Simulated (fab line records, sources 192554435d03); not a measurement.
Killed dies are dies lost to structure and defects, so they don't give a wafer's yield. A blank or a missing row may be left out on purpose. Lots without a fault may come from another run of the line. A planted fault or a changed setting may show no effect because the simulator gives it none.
Which tool did it? | flow n5_finfet | 11 lots, 33 wafers sampled, at 3 steps of a route of 1938

WHAT THE GAUGES READ, wafer by wafer
N5_BEOL_M15_OVL_MEAS_11.
lot  | measured     | on         | V14_OVL (nm)
L926 | day 18 12:27 | overlay-02 | 0 6 -2
L928 | day 19 05:44 | overlay-02 | 6 14 1
L923 | day 19 07:56 | overlay-02 | -1 4 1
L929 | day 19 19:59 | overlay-02 | 4 -7 -1
L933 | day 19 21:00 | overlay-02 | 5 -6 3
L931 | day 21 10:23 | overlay-01 | 4 4 7
L936 | day 21 23:06 | overlay-01 | -8 -10 -11
L939 | day 21 23:16 | overlay-02 | -2 -11 1
L937 | day 21 23:31 | overlay-01 | -6 -6 -8
L938 | day 22 05:43 | overlay-02 | 3 1 -2
L945 | day 23 23:26 | overlay-02 | -1 1 3

WHICH TOOL RAN EACH LOT (tool, then ch and the chambers of the sampled wafers, then the start)
lot  | N5_BEOL_M14_SPUTTER_45       | N5_BEOL_M15_EXPOSE_07
L926 | pvd_sputter-03, day 18 10:47 | krf_scanner-01 ch 0, day 18 12:16
L928 | pvd_sputter-03, day 19 03:31 | krf_scanner-01 ch 0, day 19 05:31
L923 | pvd_sputter-02, day 19 06:08 | krf_scanner-02 ch 0, day 19 07:44
L929 | pvd_sputter-03, day 19 17:53 | krf_scanner-02 ch 0, day 19 19:47
L933 | pvd_sputter-03, day 19 18:44 | krf_scanner-01 ch 0, day 19 20:48
L931 | pvd_sputter-03, day 21 08:28 | krf_scanner-01 ch 0, day 21 10:11
L936 | pvd_sputter-02, day 21 21:02 | krf_scanner-01 ch 0, day 21 22:54
L939 | pvd_sputter-01, day 21 21:27 | krf_scanner-02 ch 0, day 21 23:04
L937 | pvd_sputter-02, day 21 21:31 | krf_scanner-02 ch 0, day 21 23:19
L938 | pvd_sputter-01, day 22 03:34 | krf_scanner-02 ch 0, day 22 05:31
L945 | pvd_sputter-03, day 23 21:02 | krf_scanner-01 ch 0, day 23 23:14
- N5_BEOL_M14_SPUTTER_45: material Cu, target thk 100 nm, time 16.67 s.
- N5_BEOL_M15_EXPOSE_07: exposes mask V14.

THE ANSWER, worked out from the rows above alone
Rule: what is usual is taken from the lots themselves. Put in order of their means at a reading, lots are off if they are a third of the lots or fewer, leave a main group of 4 or more, and stand apart from it by a gap of 3 or more times the standard deviation of the main group's means; of several such gaps the widest counts. A main group whose means are all the same, to the digits that the tables above print for the reading, isn't used. A lot without any number at a reading at which 4 lots or more have one is off too. The other lots that the step has rows for count as sound.
No lot is off at any reading shown: from this, nothing can be told.

WHAT THE SIMULATOR HAD PUT IN
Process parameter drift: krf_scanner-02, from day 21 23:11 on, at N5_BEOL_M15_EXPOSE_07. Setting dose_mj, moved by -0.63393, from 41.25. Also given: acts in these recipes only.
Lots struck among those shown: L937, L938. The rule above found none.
